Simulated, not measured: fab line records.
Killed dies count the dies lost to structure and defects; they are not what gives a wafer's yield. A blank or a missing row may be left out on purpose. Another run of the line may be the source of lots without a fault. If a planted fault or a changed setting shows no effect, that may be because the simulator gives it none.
fab line records	flow n5-finfet
[record] lots = 8	wafers = 24	last-day = 16
route steps=1938 shown DUMMY_GATE@234 SPACER0@261 SD_EPI_N@272 BEOL_M4@1111 PASSIVATION@1936
lots that met no fault: from a run of the same line without faults
start-h: hours from the record's first day to the start of the lot's first wafer shown	wait-h: how many hours have passed since the lot's step before this one	" identical to the entry in the row above	L1.1+2: one row covering several wafers at once	- value missing, or start not given	* or withheld: withheld	< > ~ a bound
route shown NAME@n: NAME is a module with steps in the file, n the number in the route of the first one	usual: mean and standard deviation over wafers with no fault	same: alike in all rows	chamber/n: place in a boat	sites: the reading at each site	_std_site: standard deviation of those values	_edge_site: the outer-site mean with the inner-site mean subtracted	radius-mm: how far each site lies from the wafer's centre	mask NAME#n: copy n	behind: the most recent tool/chamber to have shaped the wafer	hold: the reason the lot was held/the length of the hold in hours/how it ended	device: the n, p or np transistor that did not switch	end of line: the tests these same wafers got at the end of their route	a step without rows: its recipe alone	killed: at the first sort, the dies lost to defects and structure; wafer yield is something else	map: a wafer's dies, x killed, . not, _ none there
set.NAME: setting as actually run; set.NAME@STEP: the setting as run at that earlier step	model.NAME: the simulator's own value behind a step, which no gauge read
the route's steps for a sample of lots (tables are steps, rows are wafers)
services: a tool's chamber out of use, with start hour (start-h, from the record's first day; less than 0 if before it), hours out, and reason
[[steps]]
[step N5_DUMMY_GATE_DESCUM_20]
[recipe] chemistry = O2	time-s = 6.2	source-power-w = 50	bias-power-w = 20	pressure-mtorr = 20	rf-frequency-hz = 2.712e+07	temp-c = 40	resist = CAR-EUV	o2-flow-sccm = 225
[usual] drypump-motor-current-A = 5.7/0.43	oes-product-au = 0.75/0.06	rf-vpp-V = 243.2/1.3	showerhead-plenum-p-Torr = 2.11/0.066	throttle-valve-pct = 20.5/0.3
lot.wafer	tool	chamber	start-h	wait-h	drypump-motor-current-A	oes-product-au	rf-hours-counter-h	rf-vpp-V	showerhead-plenum-p-Torr	throttle-valve-pct
L741.3	rie-diel-01	3	67.17	0.0	5.8	0.76	150	241.3	2.03	20.5
L741.4	"	1	"	"	6.0	0.96	6	244.4	2.12	19.9
L741.6	"	1	"	"	6.0	0.95	-	242.9	2.12	19.9
L745.1	rie-diel-04	0	82.62	0.1	4.7	0.72	164	242.5	2.01	20.6
L745.2	"	1	"	"	6.1	0.70	229	242.0	2.06	20.6
L745.4	"	2	"	"	5.7	0.75	144	244.8	2.19	20.1
L749.3	rie-diel-04	1	108.53	0.0	6.1	0.68	237	243.9	2.06	20.6
L749.4	"	2	"	"	5.8	0.74	152	243.6	2.19	20.1
L749.6	"	2	"	"	5.7	0.75	-	243.7	2.19	20.1
L750.2	rie-diel-03	2	121.46	0.8	5.5	0.76	148	241.6	2.01	20.7
L750.4	"	0	"	"	5.7	0.75	132	244.7	2.19	20.7
L750.5	"	3	"	"	5.2	0.76	-	244.3	2.19	20.7
L755.2	rie-diel-01	3	143.24	0.0	5.8	0.74	165	242.3	2.02	20.5
L755.5	"	1	"	"	6.0	0.91	-	244.2	2.12	19.9
L755.6	"	0	"	"	5.3	0.70	-	243.3	2.16	20.9
L757.1	rie-diel-04	3	159.79	0.0	6.0	0.72	210	242.6	2.09	21.0
L757.3	"	2	"	"	5.7	0.73	175	244.7	2.18	20.2
L757.4	"	0	"	"	4.7	0.70	-	242.2	2.00	20.7
L759.1	rie-diel-01	3	167.56	0.1	5.8	0.73	173	239.9	2.02	20.5
L759.2	"	1	"	"	6.0	0.89	29	244.9	2.12	19.9
L759.3	"	2	"	"	6.3	0.73	160	243.0	2.11	20.7
L761.2	rie-diel-03	1	182.02	0.0	5.8	0.74	181	243.8	2.10	20.7
L761.4	"	3	"	"	5.2	0.75	178	243.4	2.19	20.7
L761.5	"	2	"	"	5.5	0.73	-	240.2	2.01	20.7
[step N5_DUMMY_GATE_ETCH_23]
[recipe] chemistry = HBr/Cl2/O2	HBr_flow_sccm = 150	Cl2_flow_sccm = 80	O2_flow_sccm = 12	bias-w = 102	target-depth-a = 410	time-s = 22.3	target = poly-Si	mask-material = SiO2	pressure-mtorr = 10	icp-w = 800
[usual] drypump-motor-current-A = 5.8/0.36	oes-product-au = 1.010/0.018	throttle-valve-pct = 37.1/0.35
lot.wafer	tool	chamber	start-h	wait-h	drypump-motor-current-A	oes-product-au	rf-hours-counter-h	throttle-valve-pct
L741.3	rie-si-06	1	67.89	0.0	6.2	0.984	81	37.9
L741.4	"	0	"	"	5.9	1.006	124	37.1
L741.6	"	3	"	"	5.7	0.983	-	37.1
L745.1	rie-si-06	3	83.32	0.0	5.7	0.994	173	37.1
L745.2	"	1	"	"	6.2	0.996	81	37.9
L745.4	"	2	"	"	5.9	1.024	26	37.3
L749.3	rie-si-03	1	109.49	0.0	6.0	1.027	137	37.3
L749.4	"	0	"	"	5.9	0.995	80	36.8
L749.6	"	0	"	"	5.9	0.988	-	36.8
L750.2	rie-si-06	1	122.34	0.0	6.2	0.999	81	37.9
L750.4	"	3	"	"	5.7	0.996	174	37.1
L750.5	"	1	"	"	6.1	0.995	-	37.9
L755.2	rie-si-03	3	144.25	0.0	5.3	1.037	35	36.7
L755.5	"	2	"	"	6.1	1.008	-	36.7
L755.6	"	3	"	"	5.3	1.030	-	36.7
L757.1	rie-si-05	3	160.50	0.0	5.7	0.982	60	37.3
L757.3	"	0	"	"	5.8	0.992	182	37.3
L757.4	"	1	"	"	4.8	0.990	67	37.1
L759.1	rie-si-03	1	168.27	0.0	6.0	1.028	138	37.3
L759.2	"	0	"	"	5.9	0.978	82	36.8
L759.3	"	2	"	"	6.1	1.026	110	36.7
L761.2	rie-si-03	0	182.76	0.0	5.9	0.990	82	36.8
L761.4	"	3	"	"	5.3	1.034	36	36.7
L761.5	"	1	"	"	6.0	1.012	-	37.3
[step N5_DUMMY_GATE_ETCH_44]
[recipe] chemistry = HBr/O2	over-etch-frac = 0.7	target-depth-a = 1275	stop-on = SiO2	ion-energy-ev = 60	bias-w = 20	target = poly-Si	mask-material = SiO2	pressure-mtorr = 20	icp-w = 400	HBr_flow_sccm = 120	O2_flow_sccm = 10
[usual] drypump-motor-current-A = 5.8/0.36	oes-product-au = 0.737/0.012	throttle-valve-pct = 18.46/0.18
[same] over-etch-frac = 0.7
lot.wafer	tool	chamber	start-h	wait-h	drypump-motor-current-A	oes-product-au	rf-hours-counter-h	throttle-valve-pct
L741.3	rie-si-06	1	67.94	0.0	6.1	0.730	81	18.98
L741.4	"	0	"	"	5.9	0.736	125	18.60
L741.6	"	3	"	"	5.7	0.721	-	18.34
L745.1	rie-si-06	3	83.38	0.0	5.7	0.729	173	18.34
L745.2	"	1	"	"	6.1	0.736	81	18.97
L745.4	"	2	"	"	6.0	0.737	26	18.64
L749.3	rie-si-03	1	109.54	0.0	6.0	0.740	137	18.51
L749.4	"	0	"	"	5.9	0.727	80	18.31
L749.6	"	0	"	"	5.9	0.730	-	18.32
L750.2	rie-si-06	1	122.40	0.0	6.1	0.736	82	18.98
L750.4	"	3	"	"	5.7	0.735	174	18.31
L750.5	"	1	"	"	6.1	0.749	-	18.97
L755.2	rie-si-03	3	144.30	0.0	5.3	0.754	35	18.27
L755.5	"	2	"	"	6.0	0.742	-	18.45
L755.6	"	3	"	"	5.3	0.752	-	18.27
L757.1	rie-si-05	3	160.55	0.0	5.7	0.712	60	18.53
L757.3	"	0	"	"	5.8	0.730	182	18.55
L757.4	"	1	"	"	4.8	0.732	67	18.38
L759.1	rie-si-03	1	168.33	0.0	6.0	0.735	138	18.53
L759.2	"	0	"	"	5.9	0.730	82	18.31
L759.3	"	2	"	"	6.1	0.746	110	18.45
L761.2	rie-si-03	0	182.82	0.0	5.9	0.727	82	18.31
L761.4	"	3	"	"	5.3	0.750	36	18.25
L761.5	"	1	"	"	6.0	0.744	-	18.52
[step N5_DUMMY_GATE_PRECLEAN_25]
[recipe] chemistry = O3/DIW	time-s = 45	temp-c = 22	o3-ppm = 10
lot.wafer	tool	chamber	start-h	wait-h
L741.3+4+6	wet-bench-04	2,6,7	68.24	0.0
L745.1+2+4	wet-bench-05	4,1,7	83.68	0.0
L749.3+4+6	wet-bench-04	7,6,5	110.14	0.0
L750.2+4+5	wet-bench-04	0,7,6	122.88	0.0
L755.2+5+6	wet-bench-01	3,7,0	144.60	0.0
L757.1+3+4	wet-bench-05	3,1,4	161.29	0.0
L759.1+2+3	wet-bench-05	1,5,2	168.62	0.0
L761.2+4+5	wet-bench-05	6,7,5	183.23	0.0
[step N5_DUMMY_GATE_INSPECT_27]
[recipe] inspect-instrument = brightfield	mode = aei
[usual] raw-defect-count = 298/77
lot.wafer	tool	chamber	start-h	wait-h	raw-defect-count
L741.3	defect-inspect-02	-	68.34	0.0	239
L741.4	"	-	"	"	216
L741.6	"	-	"	"	214
L745.1	defect-inspect-02	-	83.79	0.0	254
L745.2	"	-	"	"	248
L745.4	"	-	"	"	350
L749.3	defect-inspect-02	-	110.24	0.0	891
L749.4	"	-	"	"	900
L749.6	"	-	"	"	905
L750.2	defect-inspect-02	-	122.97	0.0	1084
L750.4	"	-	"	"	936
L750.5	"	-	"	"	964
L755.2	defect-inspect-02	-	144.71	0.0	435
L755.5	"	-	"	"	390
L755.6	"	-	"	"	393
L757.1	defect-inspect-02	-	161.39	0.0	249
L757.3	"	-	"	"	253
L757.4	"	-	"	"	309
L759.1	defect-inspect-02	-	168.72	0.0	184
L759.2	"	-	"	"	156
L759.3	"	-	"	"	178
L761.2	defect-inspect-02	-	183.34	0.0	340
L761.4	"	-	"	"	179
L761.5	"	-	"	"	275
[step N5_SPACER0_INSPECT_04]
[recipe] inspect-instrument = darkfield	mode = post-dep
[usual] raw-defect-count = 136/32
lot.wafer	tool	chamber	start-h	wait-h	raw-defect-count
L741.3	defect-inspect-02	-	69.54	0.1	102
L741.4	"	-	"	"	81
L741.6	"	-	"	"	98
L745.1	defect-inspect-01	-	84.49	0.1	134
L745.2	"	-	"	"	115
L745.4	"	-	"	"	154
L749.3	defect-inspect-01	-	110.84	0.1	783
L749.4	"	-	"	"	758
L749.6	"	-	"	"	757
L750.2	defect-inspect-02	-	123.58	0.1	871
L750.4	"	-	"	"	772
L750.5	"	-	"	"	820
L755.2	defect-inspect-01	-	146.40	0.1	194
L755.5	"	-	"	"	213
L755.6	"	-	"	"	171
L757.1	defect-inspect-01	-	162.00	0.1	106
L757.3	"	-	"	"	107
L757.4	"	-	"	"	115
L759.1	defect-inspect-01	-	169.33	0.1	93
L759.2	"	-	"	"	88
L759.3	"	-	"	"	87
L761.2	defect-inspect-01	-	183.94	0.1	129
L761.4	"	-	"	"	92
L761.5	"	-	"	"	133
[step N5_SD_EPI_N_INSPECT_11]
[recipe] mode = adi	inspect-instrument = macro
[usual] raw-defect-count = 2.2/1.4
lot.wafer	tool	chamber	start-h	wait-h	raw-defect-count
L741.3	defect-inspect-01	-	69.99	0.0	0
L741.4	"	-	"	"	0
L741.6	"	-	"	"	3
L745.1	defect-inspect-02	-	84.94	0.0	4
L745.2	"	-	"	"	1
L745.4	"	-	"	"	6
L749.3	defect-inspect-02	-	111.30	0.0	>300
L749.4	"	-	"	"	>300
L749.6	"	-	"	"	>300
L750.2	defect-inspect-02	-	123.91	0.0	>300
L750.4	"	-	"	"	>300
L750.5	"	-	"	"	>300
L755.2	defect-inspect-01	-	146.85	0.0	3
L755.5	"	-	"	"	1
L755.6	"	-	"	"	1
L757.1	defect-inspect-02	-	162.32	0.0	2
L757.3	"	-	"	"	1
L757.4	"	-	"	"	0
L759.1	defect-inspect-02	-	169.78	0.0	2
L759.2	"	-	"	"	0
L759.3	"	-	"	"	1
L761.2	defect-inspect-02	-	184.27	0.0	2
L761.4	"	-	"	"	2
L761.5	"	-	"	"	3
[step N5_SD_EPI_N_INSPECT_26]
[recipe] inspect-instrument = darkfield	mode = post-epi
[usual] raw-defect-count = 203/37
lot.wafer	tool	chamber	start-h	wait-h	raw-defect-count
L741.3	defect-inspect-01	-	74.14	0.1	175
L741.4	"	-	"	"	161
L741.6	"	-	"	"	178
L745.1	defect-inspect-01	-	89.85	0.1	200
L745.2	"	-	"	"	202
L745.4	"	-	"	"	193
L749.3	defect-inspect-02	-	115.48	0.1	882
L749.4	"	-	"	"	830
L749.6	"	-	"	"	795
L750.2	defect-inspect-02	-	128.17	0.1	966
L750.4	"	-	"	"	792
L750.5	"	-	"	"	898
L755.2	defect-inspect-02	-	153.23	0.1	253
L755.5	"	-	"	"	277
L755.6	"	-	"	"	242
L757.1	defect-inspect-02	-	166.66	0.1	148
L757.3	"	-	"	"	151
L757.4	"	-	"	"	160
L759.1	defect-inspect-02	-	174.79	0.1	257
L759.2	"	-	"	"	214
L759.3	"	-	"	"	201
L761.2	defect-inspect-01	-	188.32	0.1	240
L761.4	"	-	"	"	147
L761.5	"	-	"	"	179
[step N5_BEOL_M4_RC_MEAS_101]
[usual] DIBL_N = 35.9/1.6	DIBL_P = 35.6/2.1	IOFF_N = 0.149/0.029	IOFF_P = 0.20/0.033	ION_N = 671/11	ION_P = 460/7.3	SS_N = 71.4/0.62	SS_P = 73.2/0.65	VT_N = 251/3.1	VT_P = -251/3.4
lot.wafer	tool	chamber	start-h	wait-h	DIBL_N[mV/V]	DIBL_P[mV/V]	IOFF_N[nA/um]	IOFF_P[nA/um]	ION_N[uA/um]	ION_P[uA/um]	SS_N[mV/dec]	SS_P[mV/dec]	VT_N[mV]	VT_P[mV]
L741.3	prober-01	0	180.00	0.3	34.8	36.8	0.153	0.19	687	462	71.7	73.5	252	-255
L741.4	"	0	"	"	35.9	38.6	0.169	0.20	676	455	72.1	73.4	252	-253
L741.6	"	0	"	"	33.8	35.6	0.124	0.17	654	454	71.4	72.9	260	-256
L745.1	prober-02	0	196.43	0.0	36.4	36.1	0.144	0.17	659	444	72.3	72.7	252	-258
L745.2	"	0	"	"	35.6	37.0	0.144	0.18	665	452	71.3	72.4	250	-254
L745.4	"	0	"	"	36.7	38.0	0.158	0.20	668	459	71.3	73.1	251	-252
L749.3	prober-01	0	230.72	0.3	36.8	37.4	0.169	0.20	676	460	71.2	72.9	247	-252
L749.4	"	0	"	"	38.7	39.8	0.216	0.25	690	467	72.4	74.5	246	-249
L749.6	"	0	"	"	37.9	38.5	0.199	0.23	692	472	71.8	74.5	245	-250
L750.2	prober-01	0	236.49	0.2	37.3	35.7	0.166	0.25	657	460	72.1	73.9	250	-248
L750.4	"	0	"	"	34.3	32.8	0.124	0.20	670	469	70.5	72.4	252	-249
L750.5	"	0	"	"	36.1	35.5	0.151	0.24	660	459	71.3	73.4	250	-249
L755.2	prober-02	0	257.76	0.2	36.0	33.6	0.126	0.16	662	457	71.7	72.8	252	-255
L755.5	"	0	"	"	37.8	36.3	0.148	0.20	673	454	71.1	73.7	251	-251
L755.6	"	0	"	"	35.8	34.2	0.125	0.17	663	459	71.1	73.1	254	-252
L757.1	prober-02	0	277.04	0.0	35.2	34.7	0.118	0.16	661	454	71.2	73.4	254	-257
L757.3	"	0	"	"	36.1	35.8	0.131	0.18	667	457	71.2	73.6	255	-252
L757.4	"	0	"	"	35.1	34.6	0.127	0.16	680	464	70.7	73.3	251	-255
L759.1	prober-01	0	283.36	0.0	35.7	34.9	0.132	0.20	672	465	72.0	73.4	254	-250
L759.2	"	0	"	"	33.7	32.6	0.110	0.17	651	454	70.9	72.2	254	-249
L759.3	"	0	"	"	36.3	35.9	0.150	0.21	664	453	71.7	73.2	252	-248
L761.2	prober-02	0	300.61	0.2	36.8	35.2	0.157	0.21	681	468	70.7	73.0	253	-250
L761.4	"	0	"	"	38.7	38.1	0.199	0.26	683	467	71.9	73.8	245	-244
L761.5	"	0	"	"	39.1	38.4	0.213	0.27	697	475	72.5	74.2	244	-248
[step N5_PASSIVATION_PROBE_49]
[usual] defect-limited-yield = 90.9/1.5	killed_at_M0_to_M3 = 36/9.9	killed_at_M4_up = 13/4.5	killed-at-contacts = 13/6.4	killed-at-front-end = 42/12	killed-at-other = 3.4/3	killed-dies = 107/18	killed-open = 69/13	killed-short = 35/8.2	sort_bin_5_function = 5.3/1.1	sort_bin_6_memory = 3.4/0.69	sort-n-pass = 1073/18	sort-yield-pct = 90.9/1.5
[same] gross-dies = 1180	killed-at-back-side = 0	sort_bin_4_leakage[%] = 0	sort_bin_8_speed[%] = 0
lot.wafer	tool	chamber	start-h	wait-h	defect-limited-yield[%]	killed_at_M0_to_M3	killed_at_M4_up	killed-at-contacts	killed-at-front-end	killed-at-other	killed-dies	killed-open	killed-short	sort_bin_5_function[%]	sort_bin_6_memory[%]	sort-n-pass	sort-yield-pct[%]
L749.3	prober-02	-	331.68	0.1	82.1	21	15	13	161	1	211	56	27	11.3	3.8	969	82.1
L749.4	prober-02	-	331.73	0.2	81.4	22	13	2	181	2	220	58	32	11.3	4.7	960	81.4
L749.6	prober-02	-	331.83	0.3	80.7	45	18	9	153	3	228	88	50	12.0	5.2	952	80.7
L750.2	prober-01	-	333.62	0.1	84.3	33	17	8	126	1	185	51	32	9.1	3.6	995	84.3
L750.4	prober-01	-	333.72	0.2	82.5	40	10	4	150	2	206	54	28	11.0	4.0	974	82.5
L750.5	prober-01	-	333.77	0.2	81.4	26	3	9	178	3	219	52	38	11.6	4.7	961	81.4
L755.2	prober-01	-	354.06	0.1	90.1	46	9	22	35	5	117	77	40	6.3	3.5	1063	90.1
L755.6	prober-01	-	354.26	0.3	91.5	24	7	30	33	6	100	69	30	4.7	3.5	1080	91.5
// killed by level:class
L749.3 DUMMY_GATE:unspecified=123 FIN_SAQP:geometric-particle:open=10 MOL_CONTACT_COAG:geometric-particle:open=10 BEOL_M3:geometric-particle:open=7 GATE_CUT:geometric-particle:short=5 BEOL_M4:geometric-particle:open=5 DUMMY_GATE:geometric-particle:short=4 DUMMY_GATE:geometric-particle:open=4
L749.4 DUMMY_GATE:unspecified=128 FIN_SAQP:geometric-particle:open=20 FIN_SAQP:geometric-particle:short=17 BEOL_M1:geometric-particle:open=7 BEOL_M2:geometric-particle:open=5 GATE_CUT:geometric-particle:short=4 BEOL_M4:geometric-particle:open=4 DUMMY_GATE:geometric-particle:open=3
L749.6 DUMMY_GATE:unspecified=85 FIN_SAQP:geometric-particle:open=17 BEOL_M3:geometric-particle:open=15 FIN_SAQP:geometric-particle:short=9 BEOL_M0_SAQP:geometric-particle:short=8 BEOL_M1:geometric-particle:open=7 GATE_CUT:geometric-particle:short=7 STI_FIN_REVEAL:geometric-particle:open=7
L750.2 DUMMY_GATE:unspecified=95 BEOL_M0_SAQP:geometric-particle:short=12 BEOL_M1:geometric-particle:open=11 MOL_CONTACT_COAG:geometric-particle:open=7 DUMMY_GATE:geometric-particle:open=6 FIN_SAQP:geometric-particle:open=4 STI_FIN_REVEAL:geometric-particle:open=4 DUMMY_GATE:geometric-particle:short=4
L750.4 DUMMY_GATE:unspecified=124 BEOL_M1:geometric-particle:open=10 FIN_SAQP:geometric-particle:open=8 FIN_SAQP:geometric-particle:short=8 BEOL_M0_SAQP:geometric-particle:short=8 BEOL_M2:geometric-particle:open=7 BEOL_M3:geometric-particle:open=6 BEOL_M0_SAQP:geometric-particle:open=5
L750.5 DUMMY_GATE:unspecified=128 FIN_SAQP:geometric-particle:short=12 STI_FIN_REVEAL:geometric-particle:open=10 BEOL_M0_SAQP:geometric-particle:open=9 DUMMY_GATE:geometric-particle:open=8 BEOL_M0_SAQP:geometric-particle:short=8 MOL_CONTACT_COAG:geometric-particle:open=7 BEOL_M1:geometric-particle:open=5
L755.2 MOL_CONTACT_COAG:geometric-particle:open=18 BEOL_M0_SAQP:geometric-particle:short=12 FIN_SAQP:geometric-particle:short=10 BEOL_M0_SAQP:geometric-particle:open=10 BEOL_M3:geometric-particle:open=10 FIN_SAQP:geometric-particle:open=9 BEOL_M1:geometric-particle:open=7 STI_FIN_REVEAL:geometric-particle:open=4
L755.6 MOL_CONTACT_COAG:geometric-particle:open=25 FIN_SAQP:geometric-particle:short=10 BEOL_M1:geometric-particle:open=6 FIN_SAQP:geometric-particle:open=5 MOL_CONTACT_COAG:geometric-particle:short=5 STI_FIN_REVEAL:geometric-particle:open=4 BEOL_M0_SAQP:geometric-particle:short=4 BEOL_M3:geometric-particle:open=4
[[services]]
tool	chamber	start-h	hours	kind
rie-si-05	2	60.03	2.3	repair
rie-diel-03	1	64.09	32.7	repair
rie-diel-01	2	71.21	11.1	repair
rie-diel-01	-	75.75	4.3	pm
wet-bench-05	-	78.14	4.4	repair
rie-diel-01	3	89.35	5.1	repair
wet-bench-01	-	91.28	3.3	repair
rie-diel-04	1	100.49	1.5	repair
rie-diel-01	-	103.88	18.9	repair
rie-si-05	0	106.32	2.1	repair
rie-diel-04	3	109.90	12.2	repair
rie-diel-04	3	126.58	27.6	repair
rie-diel-01	-	126.93	0.3	repair
rie-diel-04	-	138.91	0.5	repair
rie-diel-04	1	154.34	-	clean
rie-diel-04	1	154.34	-	consumable-replace:focus-ring
rie-diel-04	1	154.34	25.1	scheduled-down
rie-diel-04	1	154.34	25.1	vent-cycle
rie-si-05	0	169.40	4.9	repair
[[key]]
[first-sign] step = N5_DUMMY_GATE_INSPECT_27	reading = raw-defect-count	direction = up	sigmas = 8.5	usual = 298	struck = 947
[effect] step = N5_SPACER0_INSPECT_04	reading = raw-defect-count	direction = up	sigmas = 21	usual = 136	struck = 794
[effect] step = N5_SD_EPI_N_INSPECT_11	reading = raw-defect-count	direction = up	sigmas = 99+	usual = 2.2	struck = >300
[effect] step = N5_SD_EPI_N_INSPECT_26	reading = raw-defect-count	direction = up	sigmas = 18	usual = 203	struck = 860
[effect] step = N5_PASSIVATION_PROBE_49	reading = killed-at-front-end	direction = up	sigmas = 9.7	usual = 42	struck = 158
[more-kills-born-at] N5_DUMMY_GATE_PRECLEAN_25@wet-bench-04 = 683
met-at N5_DUMMY_GATE_PRECLEAN_25
struck-lots L749,L750
not-acting-at N5_DUMMY_GATE_DESCUM_20,N5_DUMMY_GATE_ETCH_23,N5_DUMMY_GATE_ETCH_44
onset-between 68.24 110.14
[fault] kind = chamber-particle-source	tool = wet-bench-04	chamber = -	onset-h = 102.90	steps = N5_DUMMY_GATE_PRECLEAN_25	rate-per-visit-cm2 = 1.039	end-h = 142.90
